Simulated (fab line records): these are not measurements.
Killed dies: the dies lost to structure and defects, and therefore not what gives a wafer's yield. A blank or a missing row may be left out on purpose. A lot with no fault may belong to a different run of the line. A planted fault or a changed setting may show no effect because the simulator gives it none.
fab line records	flow n5-finfet	part 1 of 2: steps 1 to 18 of 26
[record] lots = 5	wafers = 15	last-day = 17
route steps=1938 shown MOL_CONTACT_COAG@610 BEOL_M0_SAQP@632
lots with no fault: from the same line, run without faults
start-h: the number of hours between the record's first day and the start of the first shown wafer of the lot	wait-h: hours since the lot's step before	" repeats the value in the row above	L1.1+2: a single row standing in for several wafers	- no value present, or no start provided	* or withheld: withheld	< > ~ a bound
route shown NAME@n: a module of which the file shows steps, and the number in the route of the first	usual: mean and standard deviation over wafers with no fault	same: alike in all rows	chamber/n: place in a boat	sites: each site's reading	_std_site: the values' standard deviation	_edge_site: the outer-site mean with the inner-site mean subtracted	radius-mm: for every site, how far away it sits from the centre of the wafer	mask NAME#n: copy n	behind: tool/chamber where the wafer was last shaped	hold: cause of the lot's hold/its duration in hours/its outcome	device: the n, p or np transistor that did not switch	end of line: tests run on the same wafers once the route is complete	a step without rows: its recipe alone	killed: the dies lost at the first sort to structure and to defects; this is not the yield of the wafer	map: shows each die of a wafer: x if killed, . if not, _ if none is there
set.NAME: the setting as run; set.NAME@STEP: as run at that earlier step	model.NAME: the simulator's own value behind a step, which no gauge read
lots seen at some steps along the route; tables by step, rows by wafer
services: from which hour (start-h, from the record's first day; less than 0 if before it) a tool's chamber was out of use, for how many hours, and why
[[steps]]
[step N5_MOL_CONTACT_COAG_ETCH_67]
[recipe] chemistry = N2/H2	target = SOC	target-depth-a = 600	overetch-a = 210	mask-material = SiARC	temp-c = 40	time-s = 101.2	ion-energy-ev = 200	pressure-mtorr = 30	source-w = 840	bias-w = 150	n2-flow-sccm = 200	h2-flow-sccm = 200
[usual] drypump-motor-current-A = 5.7/0.47	oes-product-au = 0.67/0.062	rf-fwd-power-W = 834.5/3	rf-vpp-V = 523.7/2.6	showerhead-plenum-p-Torr = 2.53/0.095	throttle-valve-pct = 17.78/0.19
lot.wafer	tool	chamber	start-h	wait-h	drypump-motor-current-A	oes-product-au	rf-fwd-power-W	rf-hours-counter-h	rf-vpp-V	showerhead-plenum-p-Torr	throttle-valve-pct
L075.1	rie-diel-02	3	113.93	0.0	4.8	0.73	837.9	47	521.6	2.47	17.71
L075.5	"	2	"	"	5.8	0.70	831.6	-	528.6	2.70	17.69
L075.6	"	3	"	"	4.8	0.72	838.5	-	521.8	2.47	17.71
L076.2	rie-diel-01	3	117.91	0.0	5.7	0.77	833.4	12	522.6	2.49	17.67
L076.5	"	2	"	"	6.4	0.59	835.9	-	521.3	2.50	17.84
L076.6	"	3	"	"	5.7	0.75	832.5	-	524.2	2.49	17.68
L085.1	rie-diel-02	3	171.00	0.0	4.7	0.69	835.5	71	522.9	2.46	17.76
L085.3	"	0	"	"	5.8	0.72	833.9	39	524.9	2.61	17.55
L085.4	"	1	"	"	5.6	0.70	834.8	60	525.2	2.58	17.49
L093.1	rie-diel-01	2	218.44	0.0	6.4	0.76	831.5	13	524.3	2.49	17.51
L093.3	"	3	"	"	5.8	0.70	838.8	56	522.9	2.47	17.76
L093.5	"	0	"	"	6.1	0.59	838.0	-	519.6	2.40	18.07
L095.2	rie-diel-02	2	225.68	0.0	5.7	0.67	831.9	98	528.2	2.69	17.76
L095.3	"	1	"	"	5.6	0.68	834.4	80	524.7	2.57	17.51
L095.4	"	3	"	"	4.7	0.67	835.8	90	522.4	2.45	17.80
[step N5_MOL_CONTACT_COAG_STRIP_68]
[recipe] chemistry = N2/H2	temp-c = 40	n2-flow-sccm = 200	h2-flow-sccm = 200	rf-frequency-hz = 6e+07
lot.wafer	tool	chamber	start-h	wait-h
L075.1+5+6	rie-diel-02	3,2,3	114.00	0.0
L076.2+5+6	rie-diel-01	3,2,3	117.98	0.0
L085.1+3+4	rie-diel-02	3,0,1	171.07	0.0
L093.1+3+5	rie-diel-01	2,3,0	218.51	0.0
L095.2+3+4	rie-diel-02	2,1,3	225.75	0.0
[step N5_MOL_CONTACT_COAG_STRIP_69]
[recipe] chemistry = N2/H2	temp-c = 40	n2-flow-sccm = 200	h2-flow-sccm = 200	rf-frequency-hz = 6e+07
lot.wafer	tool	chamber	start-h	wait-h
L075.1+5+6	rie-diel-02	3,2,3	114.01	0.0
L076.2+5+6	rie-diel-01	3,2,3	117.99	0.0
L085.1+3+4	rie-diel-02	3,0,1	171.08	0.0
L093.1+3+5	rie-diel-01	2,3,0	218.52	0.0
L095.2+3+4	rie-diel-02	2,1,3	225.76	0.0
[step N5_MOL_CONTACT_COAG_ETCHBACK_136]
[recipe] chemistry = CHF3	target = SiO2	target-depth-a = 250	time-s = 16.7	ion-energy-ev = 200	pressure-mtorr = 30	source-w = 610	bias-w = 170	Ar_flow_sccm = 200	CHF3_flow_sccm = 50
[usual] drypump-motor-current-A = 5.7/0.47	oes-product-au = 0.80/0.075	rf-fwd-power-W = 599/3.4	rf-vpp-V = 522/4.6	showerhead-plenum-p-Torr = 2.37/0.082	throttle-valve-pct = 18.69/0.18
lot.wafer	tool	chamber	start-h	wait-h	drypump-motor-current-A	oes-product-au	rf-fwd-power-W	rf-hours-counter-h	rf-vpp-V	showerhead-plenum-p-Torr	throttle-valve-pct
L075.1	rie-diel-02	3	114.02	0.0	4.8	0.86	598	47	523	2.31	18.74
L075.5	"	2	"	"	5.7	0.84	592	-	515	2.51	18.52
L075.6	"	3	"	"	4.7	0.85	599	-	523	2.31	18.72
L076.2	rie-diel-01	3	118.00	0.0	5.7	0.90	604	12	526	2.33	18.64
L076.5	"	2	"	"	6.4	0.71	596	-	521	2.34	18.83
L076.6	"	3	"	"	5.7	0.90	604	-	524	2.33	18.63
L085.1	rie-diel-02	3	171.09	0.0	4.7	0.83	605	71	522	2.30	18.78
L085.3	"	0	"	"	5.8	0.85	600	39	518	2.43	18.43
L085.4	"	1	"	"	5.6	0.84	593	60	523	2.40	18.42
L093.1	rie-diel-01	2	218.53	0.0	6.4	0.92	597	13	518	2.33	18.51
L093.3	"	3	"	"	5.7	0.82	599	56	526	2.31	18.72
L093.5	"	0	"	"	6.1	0.70	596	-	516	2.26	19.00
L095.2	rie-diel-02	2	225.77	0.0	5.8	0.79	594	98	515	2.49	18.59
L095.3	"	1	"	"	5.6	0.81	598	80	522	2.39	18.43
L095.4	"	3	"	"	4.7	0.80	601	90	521	2.30	18.81
[step N5_MOL_CONTACT_COAG_STRIP_120]
[recipe] chemistry = CHF3	resist = SiARC	rf-frequency-hz = 6e+07
lot.wafer	tool	chamber	start-h	wait-h
L075.1+5+6	rie-diel-02	3,2,3	114.05	0.0
L076.2+5+6	rie-diel-01	3,2,3	118.03	0.0
L085.1+3+4	rie-diel-02	3,0,1	171.12	0.0
L093.1+3+5	rie-diel-01	2,3,0	218.56	0.0
L095.2+3+4	rie-diel-02	2,1,3	225.79	0.0
[step N5_MOL_CONTACT_COAG_VIA_ETCH_117]
[recipe] chemistry = C4F6/O2	target-depth-a = 400	overetch-a = 80	mask-material = SOC	target = SiO2	bias-w = 455	pressure-mtorr = 10	time-s = 26	source-w = 325	Ar_flow_sccm = 300	C4F6_flow_sccm = 10	O2_flow_sccm = 10	ion-energy-ev = 575.3	ends = end-point
[usual] O2_flow_sccm = 10.00/0.031	drypump-motor-current-A = 5.7/0.47	oes_o_777_au = 0.81/0.075	oes-product-au = 0.72/0.066	rf-fwd-power-W = 319.8/1.6	rf-vpp-V = 1580/13	showerhead-plenum-p-Torr = 2.82/0.097	throttle-valve-pct = 40.8/0.31
lot.wafer	tool	chamber	start-h	wait-h	O2_flow_sccm	drypump-motor-current-A	oes_o_777_au	oes-product-au	rf-fwd-power-W	rf-hours-counter-h	rf-vpp-V	showerhead-plenum-p-Torr	throttle-valve-pct
L075.1	rie-diel-02	3	114.06	0.0	9.96	4.8	0.86	0.77	320.9	47	1583	2.76	40.6
L075.5	"	2	"	"	10.04	5.7	0.88	0.75	318.0	-	1561	2.99	41.0
L075.6	"	3	"	"	9.99	4.8	0.86	0.77	320.4	-	1584	2.76	40.6
L076.2	rie-diel-01	3	118.04	0.0	10.00	5.8	0.92	0.81	320.1	12	1590	2.77	40.5
L076.5	"	2	"	"	9.96	6.3	0.71	0.63	317.4	-	1573	2.79	40.3
L076.6	"	3	"	"	10.02	5.7	0.92	0.82	318.8	-	1591	2.77	40.5
L085.1	rie-diel-02	3	171.13	0.0	10.00	4.8	0.82	0.74	320.7	71	1582	2.74	40.6
L085.3	"	0	"	"	10.02	5.8	0.85	0.76	320.7	39	1572	2.90	40.8
L085.4	"	1	"	"	10.00	5.6	0.86	0.75	316.0	60	1579	2.86	40.7
L093.1	rie-diel-01	2	218.57	0.0	9.97	6.4	0.90	0.81	318.9	13	1572	2.78	40.6
L093.3	"	3	"	"	9.98	5.7	0.84	0.75	320.6	56	1588	2.76	40.6
L093.5	"	0	"	"	10.03	6.1	0.72	0.64	320.1	-	1565	2.70	41.4
L095.2	rie-diel-02	2	225.80	0.0	9.99	5.8	0.84	0.71	318.6	98	1559	2.97	41.0
L095.3	"	1	"	"	10.00	5.6	0.85	0.73	318.2	80	1578	2.85	40.7
L095.4	"	3	"	"	10.03	4.8	0.80	0.72	320.9	90	1580	2.74	40.6
[step N5_MOL_CONTACT_COAG_ETCH_124]
[recipe] chemistry = CH3F/O2	target = SiNx	target-depth-a = 65	mask-material = SOC	stop-on = SiOC	over-etch-frac = 0.3	ion-energy-ev = 120	pressure-mtorr = 30	source-w = 395	bias-w = 73	Ar_flow_sccm = 150	CH3F_flow_sccm = 30	O2_flow_sccm = 20	ends = end-point
[usual] CH3F_flow_sccm = 30.00/0.083	O2_flow_sccm = 20.00/0.068	drypump-motor-current-A = 5.7/0.47	oes_o_777_au = 0.81/0.074	oes-product-au = 0.69/0.063	rf-fwd-power-W = 390.6/1.7	rf-vpp-V = 296.1/2.7	showerhead-plenum-p-Torr = 1.99/0.071	throttle-valve-pct = 16.29/0.19
lot.wafer	tool	chamber	start-h	wait-h	CH3F_flow_sccm	O2_flow_sccm	drypump-motor-current-A	oes_o_777_au	oes-product-au	rf-fwd-power-W	rf-hours-counter-h	rf-vpp-V	showerhead-plenum-p-Torr	throttle-valve-pct
L075.1	rie-diel-02	3	114.09	0.0	29.91	19.89	4.7	0.84	0.73	392.2	47	296.8	1.94	16.31
L075.5	"	2	"	"	30.06	20.01	5.7	0.87	0.72	389.0	-	293.0	2.11	16.11
L075.6	"	3	"	"	29.90	20.05	4.7	0.86	0.73	391.0	-	297.4	1.94	16.31
L076.2	rie-diel-01	3	118.07	0.0	30.00	20.10	5.7	0.89	0.77	392.2	12	298.1	1.96	16.23
L076.5	"	2	"	"	29.95	20.07	6.4	0.71	0.60	388.9	-	294.0	1.96	16.45
L076.6	"	3	"	"	30.04	20.09	5.7	0.90	0.77	391.1	-	298.5	1.96	16.22
L085.1	rie-diel-02	3	171.15	0.0	30.06	19.99	4.7	0.81	0.71	390.3	71	296.4	1.93	16.35
L085.3	"	0	"	"	30.03	20.01	5.8	0.85	0.73	391.6	39	294.7	2.05	16.02
L085.4	"	1	"	"	30.13	20.02	5.6	0.87	0.72	388.2	60	297.0	2.02	15.98
L093.1	rie-diel-01	2	218.59	0.0	29.87	19.88	6.4	0.90	0.77	389.8	13	294.6	1.95	16.08
L093.3	"	3	"	"	29.93	20.05	5.7	0.82	0.71	391.6	56	299.7	1.94	16.29
L093.5	"	0	"	"	30.09	19.91	6.1	0.72	0.60	390.0	-	293.8	1.89	16.65
L095.2	rie-diel-02	2	225.83	0.0	29.91	19.98	5.8	0.83	0.68	389.4	98	292.8	2.10	16.19
L095.3	"	1	"	"	30.06	20.10	5.6	0.84	0.69	388.9	80	295.8	2.01	16.00
L095.4	"	3	"	"	30.04	20.06	4.7	0.80	0.69	390.8	90	295.7	1.93	16.38
[step N5_MOL_CONTACT_COAG_ETCH_48]
[recipe] chemistry = C4F6/O2	target-depth-a = 150	overetch-a = 45	mask-material = SOC	target = SiOC	bias-w = 465	pressure-mtorr = 10	time-s = 17	source-w = 335	Ar_flow_sccm = 300	C4F6_flow_sccm = 10	O2_flow_sccm = 10	ion-energy-ev = 576
[usual] O2_flow_sccm = 10.00/0.032	drypump-motor-current-A = 5.7/0.47	oes_o_777_au = 0.82/0.075	oes-product-au = 0.66/0.071	rf-fwd-power-W = 332.2/1.3	rf-vpp-V = 1582/13	showerhead-plenum-p-Torr = 2.82/0.097	throttle-valve-pct = 40.38/0.3
lot.wafer	tool	chamber	start-h	wait-h	O2_flow_sccm	drypump-motor-current-A	oes_o_777_au	oes-product-au	rf-fwd-power-W	rf-hours-counter-h	rf-vpp-V	showerhead-plenum-p-Torr	throttle-valve-pct
L075.1	rie-diel-02	3	114.13	0.0	9.97	4.7	0.84	0.73	334.3	47	1583	2.76	40.16
L075.5	"	2	"	"	9.97	5.7	0.89	0.68	330.5	-	1565	2.99	40.50
L075.6	"	3	"	"	9.96	4.7	0.85	0.76	332.1	-	1585	2.76	40.17
L076.2	rie-diel-01	3	118.11	0.0	10.10	5.7	0.92	0.68	331.4	12	1594	2.77	40.09
L076.5	"	2	"	"	9.95	6.3	0.70	0.56	331.6	-	1573	2.79	39.90
L076.6	"	3	"	"	10.11	5.7	0.92	0.78	332.0	-	1593	2.77	40.10
L085.1	rie-diel-02	3	171.19	0.0	9.94	4.7	0.82	0.65	331.7	71	1584	2.74	40.17
L085.3	"	0	"	"	10.03	5.8	0.86	0.65	333.7	39	1574	2.90	40.36
L085.4	"	1	"	"	9.98	5.6	0.87	0.64	331.8	60	1579	2.86	40.24
L093.1	rie-diel-01	2	218.63	0.0	10.00	6.3	0.90	0.74	329.4	13	1576	2.78	40.19
L093.3	"	3	"	"	9.99	5.7	0.84	0.65	331.5	56	1591	2.75	40.11
L093.5	"	0	"	"	9.97	6.1	0.72	0.58	330.6	-	1566	2.70	40.93
L095.2	rie-diel-02	2	225.87	0.0	10.00	5.8	0.84	0.67	331.9	98	1563	2.97	40.57
L095.3	"	1	"	"	10.02	5.6	0.84	0.66	331.0	80	1578	2.85	40.27
L095.4	"	3	"	"	10.00	4.8	0.80	0.69	331.1	90	1583	2.74	40.19
[step N5_MOL_CONTACT_COAG_STRIP_72]
[recipe] chemistry = N2/H2	power-w = 450	temp-c = 40	pressure-mtorr = 20	rf-frequency-hz = 6e+07	overash-fraction = 3	bias-power-w = 7	h2-frac = 0.5	n2-flow-sccm = 200	h2-flow-sccm = 200
[usual] drypump-motor-current-A = 5.7/0.47	oes-product-au = 0.80/0.074	power-w = 450.2/1.6	rf-vpp-V = 59.1/2.3	showerhead-plenum-p-Torr = 2.53/0.095	throttle-valve-pct = 23.53/0.21
lot.wafer	tool	chamber	start-h	wait-h	drypump-motor-current-A	oes-product-au	power-w	rf-hours-counter-h	rf-vpp-V	showerhead-plenum-p-Torr	throttle-valve-pct
L075.1	rie-diel-02	3	114.18	0.0	4.8	0.87	449.3	47	60.8	2.46	23.42
L075.5	"	2	"	"	5.7	0.82	449.0	-	60.2	2.70	23.58
L075.6	"	3	"	"	4.8	0.86	447.7	-	65.7	2.46	23.40
L076.2	rie-diel-01	3	118.16	0.0	5.7	0.88	448.0	12	63.2	2.48	23.42
L076.5	"	2	"	"	6.4	0.73	449.4	-	60.5	2.49	23.39
L076.6	"	3	"	"	5.7	0.90	449.1	-	58.4	2.48	23.41
L085.1	rie-diel-02	3	171.25	0.0	4.7	0.85	451.4	71	54.7	2.45	23.39
L085.3	"	0	"	"	5.8	0.85	447.2	39	59.7	2.60	23.37
L085.4	"	1	"	"	5.6	0.83	450.9	60	58.4	2.58	23.22
L093.1	rie-diel-01	2	218.69	0.0	6.4	0.92	452.7	13	61.9	2.48	23.20
L093.3	"	3	"	"	5.7	0.82	449.2	56	56.9	2.47	23.45
L093.5	"	0	"	"	6.1	0.70	452.2	-	59.6	2.40	23.88
L095.2	rie-diel-02	2	225.93	0.0	5.8	0.79	453.4	98	55.7	2.68	23.70
L095.3	"	1	"	"	5.6	0.83	448.3	80	61.3	2.57	23.23
L095.4	"	3	"	"	4.7	0.82	449.4	90	61.5	2.45	23.42
[step N5_MOL_CONTACT_COAG_STRIP_49]
[recipe] chemistry = N2/H2	time-s = 30	power-w = 1000	temp-c = 250	pressure-mtorr = withheld	n2-flow-sccm = 1750	h2-flow-sccm = 3250
[usual] drypump-motor-current-A = 5.6/0.51	heater-power-w = 306/11
lot.wafer	tool	chamber	start-h	wait-h	drypump-motor-current-A	heater-power-w	rf-hours-counter-h
L075.1	plasma-asher-02	0	114.26	-	6.4	305	95
L075.5	"	1	"	"	5.5	300	-
L075.6	"	0	"	"	6.4	301	-
L076.2	plasma-asher-01	0	118.24	-	5.0	321	47
L076.5	"	1	"	"	5.5	302	-
L076.6	"	0	"	"	4.9	322	-
L085.1	plasma-asher-02	0	171.33	-	6.4	298	106
L085.3	"	1	"	"	5.5	303	-
L085.4	"	0	"	"	6.4	308	-
L093.1	plasma-asher-01	0	218.77	-	5.0	319	66
L093.3	"	1	"	"	5.5	312	-
L093.5	"	1	"	"	5.6	305	-
L095.2	plasma-asher-02	1	226.01	-	5.5	296	119
L095.3	"	1	"	"	5.4	300	-
L095.4	"	0	"	"	6.4	303	-
[step N5_MOL_CONTACT_COAG_PRECLEAN_138]
[recipe] chemistry = alkaline-clean	temp-c = 60	time-s = 60	do-ppb = 50
lot.wafer	tool	chamber	start-h	wait-h
L075.1+5+6	wet-bench-02	1,6,2	114.35	0.1
L076.2+5+6	wet-bench-02	3,4,0	118.33	0.1
L085.1+3+4	wet-bench-01	1,2,4	171.42	0.1
L093.1+3+5	wet-bench-06	0,2,1	218.86	0.1
L095.2+3+4	wet-bench-02	4,0,3	226.09	0.1
[step N5_MOL_CONTACT_COAG_SRD_139]
[recipe] dry = ipa-marangoni	time-s = 30	temp-c = 23	rinse-liquid = diw
lot.wafer	tool	chamber	start-h	wait-h
L075.1+5+6	wet-bench-02	1,6,2	114.37	0.0
L076.2+5+6	wet-bench-02	3,4,0	118.35	0.0
L085.1+3+4	wet-bench-01	1,2,4	171.44	0.0
L093.1+3+5	wet-bench-06	0,2,1	218.90	0.0
L095.2+3+4	wet-bench-02	4,0,3	226.11	0.0
[step N5_MOL_CONTACT_COAG_CD_MEAS_101]
[recipe] target-cd-nm = 16
[usual] cd-nm = 16.1/0.36
lot.wafer	tool	chamber	start-h	wait-h	cd-nm
L075.1	cd-sem-02	-	114.41	0.0	16.5
L075.5	"	-	"	"	15.9
L075.6	"	-	"	"	16.3
L076.2	cd-sem-02	-	118.39	0.0	16.3
L076.5	"	-	"	"	16.6
L076.6	"	-	"	"	16.7
L085.1	cd-sem-02	-	171.48	0.0	16.3
L085.3	"	-	"	"	16.4
L085.4	"	-	"	"	16.2
L093.1	cd-sem-03	-	218.95	0.0	17.1
L093.3	"	-	"	"	15.9
L093.5	"	-	"	"	15.8
L095.2	cd-sem-02	-	226.15	0.0	15.4
L095.3	"	-	"	"	15.7
L095.4	"	-	"	"	15.2
[step N5_MOL_CONTACT_COAG_PRE_CLEAN_121]
[recipe] gas = H2/He	time-s = *	temp-c = withheld
lot.wafer	tool	chamber	start-h	wait-h
L075.1+5+6	cvd-w-02	1,1,0	114.45	0.0
L076.2+5+6	cvd-w-01	1,0,1	118.43	0.0
L085.1+3+4	cvd-w-02	1,1,0	171.52	0.0
L093.1+3+5	cvd-w-02	0	218.99	0.0
L095.2+3+4	cvd-w-01	0,0,1	226.19	0.0
[step N5_MOL_CONTACT_COAG_CVD_140]
[recipe] material = W	target-thk-a = 665	mode = selective-fill	temp-c = 300	time-s = 215
[usual] heater-power-w = 439/76
lot.wafer	tool	chamber	start-h	wait-h	heater-power-w
L075.1	cvd-w-02	1	114.54	0.1	553
L075.5	"	1	"	"	576
L075.6	"	0	"	"	393
L076.2	cvd-w-01	1	118.52	0.1	441
L076.5	"	0	"	"	363
L076.6	"	1	"	"	437
L085.1	cvd-w-02	1	171.61	0.1	559
L085.3	"	1	"	"	565
L085.4	"	0	"	"	388
L093.1	cvd-w-02	0	219.08	0.1	398
L093.3	"	0	"	"	394
L093.5	"	0	"	"	391
L095.2	cvd-w-01	0	226.28	0.1	364
L095.3	"	0	"	"	371
L095.4	"	1	"	"	434
[step N5_MOL_CONTACT_COAG_PRECLEAN_127]
[recipe] chemistry = DIW	time-s = 57.5	temp-c = 23
lot.wafer	tool	chamber	start-h	wait-h
L075.1+5+6	wet-bench-06	2,7,3	114.81	0.2
L076.2+5+6	wet-bench-06	6,0,1	118.79	0.2
L085.1+3+4	wet-bench-01	6,3,4	171.88	0.2
L093.1+3+5	wet-bench-02	1,5,7	219.35	0.2
L095.2+3+4	wet-bench-01	3,0,2	226.55	0.2
[step N5_MOL_CONTACT_COAG_SRD_128]
[recipe] dry-time-s = 32	dry = n2-spin	spin-rpm = 1500
lot.wafer	tool	chamber	start-h	wait-h
L075.1+5+6	wet-bench-06	2,7,3	114.83	0.0
L076.2+5+6	wet-bench-06	6,0,1	118.81	0.0
L085.1+3+4	wet-bench-01	6,3,4	171.90	0.0
L093.1+3+5	wet-bench-02	1,5,7	219.37	0.0
L095.2+3+4	wet-bench-01	3,0,2	226.57	0.0
[step N5_MOL_CONTACT_COAG_CMP_52]
[recipe] stop-on = SiO2	t-overpolish-s = 1.5	post-cmp-clean = w-dilute-nh4oh	down-force-psi = 4	platen-rpm = 50.289	pad-velocity-m-s = 1.0006	target-thk-nm = 66.5
[usual] motor-current-A = 12.0/1.6	overpolish-run-s = 1.499/0.0099	retaining-ring-pressure-frac = 0.999/0.0047	time-to-endpoint-s = 12.6/2.4
lot.wafer	tool	chamber	start-h	wait-h	motor-current-A	overpolish-run-s	retaining-ring-pressure-frac	time-to-endpoint-s
L075.1	cmp-02	2	114.86	0.0	12.8	1.512	1.000	11.0
L075.6	"	2	"	"	14.3	1.500	1.000	11.9
L075.5	"	3	"	"	10.5	1.499	0.996	13.5
L076.2	cmp-01	1	118.84	0.0	11.0	1.499	1.003	13.2
L076.5	"	1	"	"	11.6	1.491	1.000	10.6
L076.6	"	2	"	"	16.2	1.519	0.997	11.0
L085.3	cmp-04	1	171.93	0.0	11.5	1.512	1.001	16.6
L085.4	"	3	"	"	10.4	1.502	0.999	14.9
L085.1	"	0	"	"	11.3	1.497	0.999	10.9
L093.1	cmp-02	3	219.44	0.1	10.6	1.504	0.998	12.9
L093.3	"	1	"	"	11.3	1.498	1.001	10.2
L093.5	"	3	"	"	10.4	1.487	0.994	9.9
L095.3	cmp-01	3	226.61	0.0	10.8	1.485	1.010	11.0
L095.4	"	1	"	"	11.6	1.498	0.994	10.7
L095.2	"	2	"	"	16.9	1.487	0.986	13.7
